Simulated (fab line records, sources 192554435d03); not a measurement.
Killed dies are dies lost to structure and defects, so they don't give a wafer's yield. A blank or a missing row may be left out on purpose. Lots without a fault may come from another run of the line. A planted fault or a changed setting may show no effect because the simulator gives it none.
Chamber matching | flow n5_finfet | N5_BEOL_M5_ETCH_72 on rie_diel-05: 4 sister chambers
The step etches underlayer in N2/H2, target depth 6.5 nm, time 5.2 s. 4 wafers are shown with their chamber, then 8 later ones without.

WAFERS WITH THEIR CHAMBER
wafer  | chamber | throttle_valve_pct (%)
L082.2 | 0       | 18.3
L087.2 | 3       | 18.4
L091.1 | 2       | 17.9
L092.1 | 1       | 17.6

WAFERS WITHOUT THEIR CHAMBER
wafer  | throttle_valve_pct (%)
L092.2 | 18.3
L092.3 | 18.0
L094.2 | 17.9
L094.4 | 18.4
L094.5 | 18.4
L097.1 | 18.4
L097.3 | 17.9
L097.6 | 18.4

WHICH CHAMBER EACH WENT THROUGH
wafer  | from the rows above | in truth
L092.2 | 0                   | 0
L092.3 | 2                   | 2
L094.2 | 2                   | 2
L094.4 | 3                   | 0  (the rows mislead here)
L094.5 | 3                   | 3
L097.1 | 3                   | 3
L097.3 | 2                   | 2
L097.6 | 3                   | 3
Placed correctly: 7 of 8. Can't be placed from these rows: 0. Placed wrongly: 1.
How it was worked out, from the rows above alone: a wafer's distance from a chamber is the root of the sum, over the readings, of the square of ((its reading less the chamber's mean) divided by the reading's scatter). The wafer belongs to the nearest chamber; if the next one is less than 2 further off, it can't be placed. A chamber's mean is the mean of its shown wafers. The scatter: with one shown wafer a chamber, the root of the mean of the squares of how far each hidden wafer lies from its nearest shown one.
